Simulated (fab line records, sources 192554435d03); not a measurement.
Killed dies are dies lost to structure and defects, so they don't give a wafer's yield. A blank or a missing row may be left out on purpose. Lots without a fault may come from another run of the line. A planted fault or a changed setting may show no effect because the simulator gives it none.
fab line records | flow n5_finfet
record lots=24 wafers=72 last_day=20
route steps=1938 shown BEOL_M3@982 BEOL_M4@1022
lots that met no fault: from a run of the same line without faults
start_h: hours from the record's first day to the start of the lot's first wafer shown | wait_h: hours since the lot's step before | " the same as in the row above | L1.1+2: a row that stands for several wafers | - no value, or no start given | * or withheld: withheld | < > ~ a bound
route shown NAME@n: a module of which the file shows steps, and the number in the route of the first | usual: mean/standard deviation of fault-free wafers | same: alike in all rows | chamber/n: place in a boat | sites: the reading at each site | _std_site: their standard deviation | _edge_site: outer sites' mean less inner sites' | radius_mm: how far each site lies from the wafer's centre | mask NAME#n: copy n | behind: the tool/chamber that last shaped the wafer | hold: why the lot was held/for how many hours/how that ended | device: the transistor (n, p or np) that didn't switch | end of line: the same wafers' tests at the end of the route | a step without rows: its recipe alone | killed: dies lost to structure and defects at the first sort, not the wafer's yield | map: a wafer's dies, x killed, . not, _ none there
set.NAME: the setting as run; set.NAME@STEP: as run at that earlier step | model.NAME: the simulator's own value behind a step, which no gauge read
steps of the route over a sample of lots; a table a step, a row a wafer
services: from which hour (start_h, from the record's first day; less than 0 if before it) a tool's chamber was out of use, for how many hours, and why
## steps
# step N5_BEOL_M3_STRIP_97
# recipe chemistry=N2/H2 time_s=10 power_w=450 temp_c=40 pressure_mtorr=20 rf_frequency_hz=6e+07 bias_power_w=7 n2_flow_sccm=200 h2_flow_sccm=200
# usual drypump_motor_current_A=5.6/0.41 oes_product_au=0.81/0.11 rf_vpp_V=59.2/0.89 showerhead_plenum_p_Torr=2.56/0.099 throttle_valve_pct=23.34/0.19
# same time_s=10
# columns lot.wafer tool chamber start_h wait_h drypump_motor_current_A oes_product_au rf_hours_counter_h rf_vpp_V showerhead_plenum_p_Torr throttle_valve_pct
L074.2 rie_diel-05 0 - - 5.5 0.71 243 57.8 2.50 23.63
L074.4 " 1 " " 5.4 0.89 42 59.9 2.69 23.03
L074.6 " 2 " " 5.6 0.67 - 58.0 2.39 23.44
L075.2 rie_diel-02 2 - - 5.5 0.75 180 59.2 2.63 23.51
L075.4 " 0 " " 5.0 0.69 231 59.8 2.61 23.42
L075.5 " 1 " " 6.4 0.78 - 58.2 2.43 23.53
L076.3 rie_diel-05 2 - - 5.6 0.67 242 59.5 2.38 23.45
L076.4 " 1 " " 5.5 0.88 - 60.2 2.69 23.05
L076.5 " 2 " " 5.6 0.66 - 59.7 2.38 23.45
L077.1 rie_diel-03 3 - - 5.2 0.84 58 58.2 2.58 23.58
L077.5 " 2 " " 5.7 0.69 - 58.8 2.61 23.48
L077.6 " 0 " " 5.1 0.71 - 60.0 2.61 23.43
L078.1 rie_diel-03 0 - - 5.1 0.72 203 59.7 2.61 23.40
L078.4 " 3 " " 5.2 0.83 - 60.4 2.58 23.57
L078.5 " 2 " " 5.6 0.68 - 60.7 2.61 23.49
L079.1 rie_diel-05 3 - - 4.9 0.70 220 58.9 2.59 23.23
L079.2 " 1 " " 5.5 0.86 51 60.9 2.68 23.06
L079.3 " 2 " " 5.6 0.66 247 58.8 2.38 23.44
L080.1 rie_diel-03 3 - - 5.2 0.82 67 57.9 2.58 23.57
L080.2 " 2 " " 5.7 0.67 247 59.4 2.60 23.50
L080.4 " 0 " " 5.1 0.72 210 60.0 2.61 23.43
L081.2 rie_diel-03 3 - - 5.2 0.83 68 58.1 2.58 23.57
L081.3 " 0 " " 5.1 0.71 211 60.0 2.61 23.41
L081.4 " 1 " " 6.4 0.95 8 59.2 2.48 23.09
L082.3 rie_diel-05 3 - - 5.0 0.69 238 59.0 2.58 23.24
L082.5 " 3 " " 5.0 0.69 - 58.9 2.58 23.24
L082.6 " 1 " " 5.4 0.85 - 59.4 2.68 23.08
L083.1 rie_diel-05 0 - - 5.6 0.94 19 58.9 2.49 23.38
L083.3 " 3 " " 5.0 0.67 248 59.5 2.58 23.25
L083.5 " 1 " " 5.5 0.82 - 59.6 2.67 23.10
L084.3 rie_diel-05 1 - - 5.5 0.82 83 59.3 2.67 23.07
L084.5 " 0 " " 5.6 0.94 - 58.4 2.49 23.39
L084.6 " 1 " " 5.4 0.83 - 58.9 2.67 23.08
L085.3 rie_diel-05 2 - - 5.6 0.97 - 60.1 2.69 23.33
L085.4 " 0 " " 5.6 0.92 - 57.9 2.49 23.38
L085.6 " 2 " " 5.6 0.95 - 58.7 2.70 23.33
L086.2 rie_diel-02 2 - - 5.6 0.72 219 59.3 2.62 23.56
L086.3 " 1 " " 6.5 0.74 157 60.4 2.42 23.59
L086.5 " 2 " " 5.6 0.72 - 59.5 2.62 23.57
L088.1 rie_diel-03 1 - - 6.4 0.90 22 58.9 2.47 23.10
L088.3 " 2 " " 5.6 0.97 7 59.2 2.60 23.25
L088.6 " 0 " " 5.1 0.70 - 58.6 2.60 23.44
L089.2 rie_diel-02 3 - - 6.0 0.69 223 59.3 2.38 23.24
L089.3 " 2 " " 5.5 0.71 221 58.9 2.62 23.57
L089.5 " 3 " " 6.0 0.71 - 61.4 2.38 23.23
L087.1 rie_diel-05 1 - - 5.5 0.83 87 59.9 2.67 23.11
L087.2 " 0 " " 5.6 0.92 27 58.1 2.48 23.40
L087.5 " 0 " " 5.6 0.92 - 59.1 2.49 23.39
L090.4 rie_diel-05 0 - - 5.6 0.92 29 57.5 2.48 23.39
L090.5 " 3 " " 4.9 1.02 - 58.9 2.57 23.06
L090.6 " 0 " " 5.6 0.93 - 59.8 2.48 23.38
L092.3 rie_diel-03 0 - - 5.1 0.70 228 59.9 2.60 23.44
L092.4 " 2 " " 5.6 0.95 10 60.0 2.60 23.24
L092.5 " 1 " " 6.4 0.89 - 58.7 2.47 23.09
L091.2 rie_diel-02 2 - - 5.6 0.71 225 58.5 2.61 23.57
L091.4 " 3 " " 6.0 0.71 227 58.7 2.38 23.23
L091.6 " 2 " " 5.5 0.71 - 59.2 2.61 23.58
L093.1 rie_diel-03 2 - - 5.6 0.96 12 59.8 2.60 23.25
L093.2 " 0 " " 5.1 0.70 229 58.1 2.60 23.43
L093.6 " 2 " " 5.6 0.95 - 59.8 2.60 23.26
L095.2 rie_diel-02 1 - - 6.5 0.73 163 58.3 2.42 23.57
L095.3 " 2 " " 5.6 0.71 226 58.9 2.61 23.57
L095.6 " 1 " " 6.4 0.74 - 58.7 2.42 23.59
L094.1 rie_diel-05 3 - - 4.9 0.98 2 60.0 2.57 23.08
L094.2 " 0 " " 5.6 0.91 30 60.0 2.48 23.40
L094.6 " 1 " " 5.4 0.82 - 59.5 2.67 23.11
L096.1 rie_diel-02 3 - - 6.0 0.70 229 58.3 2.38 23.25
L096.2 " 0 " " 5.0 0.95 9 58.6 2.60 22.93
L096.4 " 1 " " 6.5 0.74 164 58.9 2.42 23.60
L097.1 rie_diel-05 3 - - 5.0 0.95 8 59.3 2.57 23.07
L097.2 " 2 " " 5.6 0.93 25 60.5 2.69 23.35
L097.4 " 0 " " 5.6 0.91 36 58.7 2.48 23.41
# step N5_BEOL_M3_PRE_CLEAN_45
# recipe gas=H2/He time_s=30 temp_c=250
# usual heater_power_w=335/33
# same time_s=30
# columns lot.wafer tool chamber start_h wait_h heater_power_w
L074.2 pvd_sputter-03 - 161.17 0.0 401
L074.4 " - " " 324
L074.6 " - " " 296
L075.2 pvd_sputter-03 - 167.71 0.0 409
L075.4 " - " " 319
L075.5 " - " " 400
L076.3 pvd_sputter-01 - 180.53 0.0 336
L076.4 " - " " 357
L076.5 " - " " 287
L077.1 pvd_sputter-03 - 184.54 0.0 302
L077.5 " - " " 317
L077.6 " - " " 328
L078.1 pvd_sputter-01 - 188.16 0.0 339
L078.4 " - " " 350
L078.5 " - " " 334
L079.1 pvd_sputter-02 - 188.16 0.0 364
L079.2 " - " " 335
L079.3 " - " " 327
L080.1 pvd_sputter-03 - 216.37 0.0 328
L080.2 " - " " 407
L080.4 " - " " 297
L081.2 pvd_sputter-02 - 219.82 0.0 360
L081.3 " - " " 376
L081.4 " - " " 321
L082.3 pvd_sputter-02 - 236.00 0.0 363
L082.5 " - " " 360
L082.6 " - " " 337
L083.1 pvd_sputter-01 - 257.30 0.0 290
L083.3 " - " " 336
L083.5 " - " " 337
L084.3 pvd_sputter-03 - 270.45 0.0 297
L084.5 " - " " 293
L084.6 " - " " 318
L085.3 pvd_sputter-02 - 273.70 0.0 339
L085.4 " - " " 356
L085.6 " - " " 381
L086.2 pvd_sputter-03 - 276.69 0.0 293
L086.3 " - " " 323
L086.5 " - " " 317
L089.2 pvd_sputter-01 - 279.57 0.0 347
L089.3 " - " " 334
L089.5 " - " " 350
L088.1 pvd_sputter-01 - 279.65 0.0 291
L088.3 " - " " 339
L088.6 " - " " 325
L087.1 pvd_sputter-01 - 283.16 0.0 347
L087.2 " - " " 291
L087.5 " - " " 288
L090.4 pvd_sputter-03 - 288.64 0.0 319
L090.5 " - " " 316
L090.6 " - " " 289
L092.3 pvd_sputter-01 - 288.90 0.0 343
L092.4 " - " " 284
L092.5 " - " " 327
L091.2 pvd_sputter-03 - 291.70 0.0 401
L091.4 " - " " 293
L091.6 " - " " 292
L093.1 pvd_sputter-01 - 295.16 0.0 348
L093.2 " - " " 327
L093.6 " - " " 325
L095.2 pvd_sputter-01 - 295.59 0.0 349
L095.3 " - " " 287
L095.6 " - " " 352
L094.1 pvd_sputter-03 - 295.64 0.0 320
L094.2 " - " " 296
L094.6 " - " " 327
L096.1 pvd_sputter-03 - 300.29 0.0 325
L096.2 " - " " 299
L096.4 " - " " 398
L097.1 pvd_sputter-02 - 327.30 0.0 373
L097.2 " - " " 304
L097.4 " - " " 320
# step N5_BEOL_M3_ANNEAL_95
# recipe temp_c=400 time_s=240 ambient=vacuum
# usual heater_power_w=840/78
# same time_s=240
# columns lot.wafer tool chamber start_h wait_h heater_power_w
L074.2 pvd_sputter-01 - 165.13 0.0 719
L074.4 " - " " 848
L074.6 " - " " 852
L075.2 pvd_sputter-03 - 170.15 0.0 813
L075.4 " - " " 746
L075.5 " - " " 813
L076.3 pvd_sputter-02 - 182.72 0.0 949
L076.4 " - " " 895
L076.5 " - " " 882
L077.1 pvd_sputter-01 - 186.77 0.0 879
L077.5 " - " " 687
L077.6 " - " " 870
L079.1 pvd_sputter-01 - 190.66 0.0 834
L079.2 " - " " 701
L079.3 " - " " 860
L078.1 pvd_sputter-03 - 190.78 0.0 827
L078.4 " - " " 742
L078.5 " - " " 816
L080.1 pvd_sputter-03 - 218.68 0.0 730
L080.2 " - " " 824
L080.4 " - " " 806
L081.2 pvd_sputter-03 - 222.26 0.0 986
L081.3 " - " " 831
L081.4 " - " " 784
L082.3 pvd_sputter-01 - 238.33 0.0 859
L082.5 " - " " 728
L082.6 " - " " 875
L083.1 pvd_sputter-03 - 260.28 0.0 816
L083.3 " - " " 1015
L083.5 " - " " 804
L084.3 pvd_sputter-02 - 272.58 0.0 838
L084.5 " - " " 850
L084.6 " - " " 976
L085.3 pvd_sputter-02 - 277.32 0.0 781
L085.4 " - " " 955
L085.6 " - " " 959
L086.2 pvd_sputter-03 - 278.90 0.0 805
L086.3 " - " " 1007
L086.5 " - " " 799
L089.2 pvd_sputter-02 - 281.86 0.0 894
L089.3 " - " " 812
L089.5 " - " " 806
L088.1 pvd_sputter-01 - 282.25 0.0 806
L088.3 " - " " 829
L088.6 " - " " 708
L087.1 pvd_sputter-01 - 285.92 0.0 839
L087.2 " - " " 722
L087.5 " - " " 882
L090.4 pvd_sputter-03 - 290.82 0.0 812
L090.5 " - " " 1027
L090.6 " - " " 724
L092.3 pvd_sputter-02 - 292.92 0.0 902
L092.4 " - " " 792
L092.5 " - " " 974
L091.2 pvd_sputter-02 - 294.84 0.0 816
L091.4 " - " " 904
L091.6 " - " " 803
L093.1 pvd_sputter-01 - 297.30 0.0 701
L093.2 " - " " 837
L093.6 " - " " 833
L094.1 pvd_sputter-01 - 299.14 0.0 811
L094.2 " - " " 805
L094.6 " - " " 857
L095.2 pvd_sputter-02 - 299.92 0.0 933
L095.3 " - " " 901
L095.6 " - " " 868
L096.1 pvd_sputter-01 - 302.53 0.0 716
L096.2 " - " " 842
L096.4 " - " " 841
L097.1 pvd_sputter-02 - 329.58 0.0 801
L097.2 " - " " 782
L097.4 " - " " 848
# step N5_BEOL_M3_ANNEAL_51
# recipe temp_c=225 time_s=90 ambient=N2
# usual wafer_temp_C_max=226.3/0.35
# same time_s=90
# columns lot.wafer tool chamber start_h wait_h wafer_temp_C_max
L074.2 rtp_anneal-02 0 165.52 0.1 226.7
L074.4 " 0 " " 226.6
L074.6 " 0 " " 226.9
L075.2 rtp_anneal-01 0 170.53 0.1 226.5
L075.4 " 0 " " 226.0
L075.5 " 0 " " 225.7
L076.3 rtp_anneal-01 0 183.16 0.1 226.2
L076.4 " 0 " " 226.8
L076.5 " 0 " " 225.9
L077.1 rtp_anneal-02 0 187.10 0.1 225.7
L077.5 " 0 " " 225.9
L077.6 " 0 " " 226.9
L079.1 rtp_anneal-01 0 190.99 0.1 225.8
L079.2 " 0 " " 226.6
L079.3 " 0 " " 226.3
L078.1 rtp_anneal-02 0 191.12 0.1 226.6
L078.4 " 0 " " 226.4
L078.5 " 0 " " 226.4
L080.1 rtp_anneal-02 0 219.02 0.1 226.6
L080.2 " 0 " " 226.3
L080.4 " 0 " " 226.1
L081.2 rtp_anneal-01 0 222.64 0.1 225.8
L081.3 " 0 " " 225.9
L081.4 " 0 " " 226.2
L082.3 rtp_anneal-02 0 238.97 0.3 226.6
L082.5 " 0 " " 227.0
L082.6 " 0 " " 226.9
L083.1 rtp_anneal-01 0 260.62 0.1 225.7
L083.3 " 0 " " 226.2
L083.5 " 0 " " 226.1
L084.3 rtp_anneal-02 0 273.01 0.1 226.4
L084.5 " 0 " " 226.6
L084.6 " 0 " " 226.3
L085.3 rtp_anneal-02 0 277.75 0.1 226.5
L085.4 " 0 " " 226.9
L085.6 " 0 " " 226.4
L086.2 rtp_anneal-01 0 279.28 0.1 226.2
L086.3 " 0 " " 226.7
L086.5 " 0 " " 226.0
L089.2 rtp_anneal-02 0 282.24 0.1 227.2
L089.3 " 0 " " 226.6
L089.5 " 0 " " 226.3
L088.1 rtp_anneal-02 0 282.74 0.2 226.7
L088.3 " 0 " " 226.7
L088.6 " 0 " " 226.6
L087.1 rtp_anneal-02 0 286.25 0.1 226.5
L087.2 " 0 " " 226.8
L087.5 " 0 " " 226.8
L090.4 rtp_anneal-01 0 291.30 0.2 226.4
L090.5 " 0 " " 225.8
L090.6 " 0 " " 225.9
L092.3 rtp_anneal-02 0 293.34 0.1 226.5
L092.4 " 0 " " 226.3
L092.5 " 0 " " 226.3
L091.2 rtp_anneal-01 0 295.22 0.1 225.8
L091.4 " 0 " " 225.5
L091.6 " 0 " " 225.6
L093.1 rtp_anneal-02 0 297.75 0.2 226.6
L093.2 " 0 " " 226.4
L093.6 " 0 " " 226.1
L094.1 rtp_anneal-01 0 299.47 0.1 225.7
L094.2 " 0 " " 226.2
L094.6 " 0 " " 226.1
L095.2 rtp_anneal-02 0 300.30 0.1 226.5
L095.3 " 0 " " 226.5
L095.6 " 0 " " 226.0
L096.1 rtp_anneal-01 0 302.86 0.1 226.2
L096.2 " 0 " " 226.4
L096.4 " 0 " " 226.1
L097.1 rtp_anneal-02 0 330.92 1.1 226.1
L097.2 " 0 " " 226.3
L097.4 " 0 " " 226.2
# step N5_BEOL_M4_THK_MEAS_01
# recipe reads=SiOC_of_BEOL_M4_ILD_DEP_00
# usual M4_ILD_THK=79.1/1
# columns lot.wafer tool chamber start_h wait_h M4_ILD_THK[nm]
L074.2 film_metro-01 - 166.48 0.1 78.7
L074.4 " - " " 80.6
L074.6 " - " " 81.3
L075.2 film_metro-02 - 171.47 0.1 78.3
L075.4 " - " " 78.3
L075.5 " - " " 77.7
L076.3 film_metro-02 - 184.06 0.1 78.6
L076.4 " - " " 79.8
L076.5 " - " " 80.2
L077.1 film_metro-01 - 189.77 0.0 77.1
L077.5 " - " " 79.7
L077.6 " - " " 79.2
L079.1 film_metro-02 - 191.97 0.0 78.9
L079.2 " - " " 77.7
L079.3 " - " " 77.7
L078.1 film_metro-01 - 192.10 0.0 77.7
L078.4 " - " " 79.0
L078.5 " - " " 78.7
L080.1 film_metro-01 - 220.04 0.0 77.5
L080.2 " - " " 79.3
L080.4 " - " " 79.5
L081.2 film_metro-01 - 223.58 0.1 79.9
L081.3 " - " " 79.0
L081.4 " - " " 80.5
L082.3 film_metro-02 - 239.86 0.1 79.4
L082.5 " - " " 79.1
L082.6 " - " " 78.4
L083.1 film_metro-02 - 261.60 0.0 78.6
L083.3 " - " " 78.3
L083.5 " - " " 79.2
L084.3 film_metro-02 - 273.90 0.1 78.9
L084.5 " - " " 80.3
L084.6 " - " " 81.2
L085.3 film_metro-01 - 278.65 0.1 78.0
L085.4 " - " " 78.6
L085.6 " - " " 79.4
L086.2 film_metro-02 - 280.26 0.1 78.1
L086.3 " - " " 78.7
L086.5 " - " " 79.1
L089.2 film_metro-01 - 283.20 0.1 78.6
L089.3 " - " " 79.1
L089.5 " - " " 80.6
L088.1 film_metro-02 - 283.83 0.1 78.3
L088.3 " - " " 78.4
L088.6 " - " " 79.5
L087.1 film_metro-02 - 287.47 0.0 78.4
L087.2 " - " " 78.9
L087.5 " - " " 79.9
L090.4 film_metro-01 - 292.15 0.0 78.3
L090.5 " - " " 78.4
L090.6 " - " " 80.1
L092.3 film_metro-01 - 294.23 0.1 78.0
L092.4 " - " " 78.7
L092.5 " - " " 79.1
L091.2 film_metro-01 - 296.15 0.1 78.9
L091.4 " - " " 80.6
L091.6 " - " " 80.3
L093.1 film_metro-02 - 298.73 0.0 80.4
L093.2 " - " " 78.9
L093.6 " - " " 80.6
L094.1 film_metro-01 - 300.46 0.0 78.3
L094.2 " - " " 78.4
L094.6 " - " " 80.5
L095.2 film_metro-02 - 301.59 0.1 78.1
L095.3 " - " " 80.2
L095.6 " - " " 79.7
L096.1 film_metro-01 - 303.85 0.0 77.4
L096.2 " - " " 78.0
L096.4 " - " " 80.5
L097.1 film_metro-01 - 331.91 0.0 79.1
L097.2 " - " " 79.9
L097.4 " - " " 80.8
# step N5_BEOL_M4_HM_DEP_02
# recipe material=TiN target_thk_a=200 temp_c=25 chamber_pressure_pa=0.49996
# usual throttle_valve_pct=29.7/0.64
# columns lot.wafer tool chamber start_h wait_h throttle_valve_pct
L074.2 pvd_sputter-02 - 167.23 0.7 29.1
L074.4 " - " " 29.7
L074.6 " - " " 29.7
L075.2 pvd_sputter-02 - 172.01 0.5 29.8
L075.4 " - " " 29.9
L075.5 " - " " 29.8
L076.3 pvd_sputter-03 - 184.28 0.2 29.1
L076.4 " - " " 29.5
L076.5 " - " " 29.7
L077.1 pvd_sputter-02 - 191.16 1.3 29.8
L077.5 " - " " 29.2
L077.6 " - " " 30.0
L079.1 pvd_sputter-02 - 192.28 0.3 29.6
L079.2 " - " " 29.5
L079.3 " - " " 28.9
L078.1 pvd_sputter-03 - 192.46 0.3 29.3
L078.4 " - " " 29.2
L078.5 " - " " 29.1
L080.1 pvd_sputter-02 - 222.57 2.5 30.1
L080.2 " - " " 29.8
L080.4 " - " " 29.0
L081.2 pvd_sputter-02 - 223.67 0.0 28.8
L081.3 " - " " 29.6
L081.4 " - " " 30.0
L082.3 pvd_sputter-02 - 240.28 0.4 29.7
L082.5 " - " " 30.0
L082.6 " - " " 29.1
L083.1 pvd_sputter-03 - 261.72 0.1 29.1
L083.3 " - " " 29.7
L083.5 " - " " 30.8
L084.3 pvd_sputter-01 - 276.30 2.3 30.2
L084.5 " - " " 28.1
L084.6 " - " " 31.3
L085.3 pvd_sputter-03 - 279.32 0.6 29.6
L085.4 " - " " 30.4
L085.6 " - " " 29.8
L086.2 pvd_sputter-02 - 282.30 2.0 29.9
L086.3 " - " " 29.2
L086.5 " - " " 30.2
L089.2 pvd_sputter-03 - 283.30 0.0 29.3
L089.3 " - " " 29.7
L089.5 " - " " 29.1
L088.1 pvd_sputter-01 - 283.94 0.1 29.8
L088.3 " - " " 31.2
L088.6 " - " " 31.3
L087.1 pvd_sputter-02 - 288.34 0.8 29.4
L087.2 " - " " 29.8
L087.5 " - " " 29.8
L090.4 pvd_sputter-03 - 293.97 1.7 29.5
L090.5 " - " " 29.3
L090.6 " - " " 29.6
L092.3 pvd_sputter-01 - 295.20 0.9 29.6
L092.4 " - " " 30.2
L092.5 " - " " 30.0
L091.2 pvd_sputter-01 - 299.36 3.1 30.2
L091.4 " - " " 30.3
L091.6 " - " " 29.9
L093.1 pvd_sputter-02 - 300.14 1.4 29.7
L093.2 " - " " 29.8
L093.6 " - " " 29.6
L094.1 pvd_sputter-01 - 300.55 0.0 31.3
L094.2 " - " " 28.3
L094.6 " - " " 28.4
L095.2 pvd_sputter-02 - 303.54 1.9 29.1
L095.3 " - " " 29.8
L095.6 " - " " 30.0
L096.1 pvd_sputter-02 - 304.36 0.5 29.6
L096.2 " - " " 29.2
L096.4 " - " " 29.9
L097.1 pvd_sputter-03 - 335.34 3.4 29.3
L097.2 " - " " 29.9
L097.4 " - " " 29.1
## services
# columns tool chamber start_h hours kind
pvd_sputter-01 - 143.27 4.6 repair
rie_diel-05 - 154.02 2.8 pm
rie_diel-02 1 154.53 9.8 repair
rie_diel-05 3 171.94 12.6 repair
rie_diel-05 0 184.97 - clean
rie_diel-05 0 184.97 - consumable_replace:focus_ring
rie_diel-05 0 184.97 23.1 scheduled_down
rie_diel-05 0 184.97 23.1 vent_cycle
rie_diel-03 0 202.03 2.2 repair
rie_diel-05 2 208.17 - clean
rie_diel-05 2 208.17 - consumable_replace:esc
rie_diel-05 2 208.17 - consumable_replace:focus_ring
rie_diel-05 2 208.17 - consumable_replace:showerhead
rie_diel-05 2 208.17 32.3 scheduled_down
rie_diel-05 2 208.17 32.3 vent_cycle
rie_diel-02 1 229.90 7.5 repair
rie_diel-05 3 269.26 - clean
rie_diel-05 3 269.26 - consumable_replace:focus_ring
rie_diel-05 1 270.40 3.0 repair
rie_diel-02 0 274.42 7.1 repair
rtp_anneal-01 - 324.70 5.2 pm
rie_diel-05 1 330.57 3.3 repair
rie_diel-03 2 333.39 19.1 repair
rie_diel-05 - 333.75 0.4 repair
## key
fault none
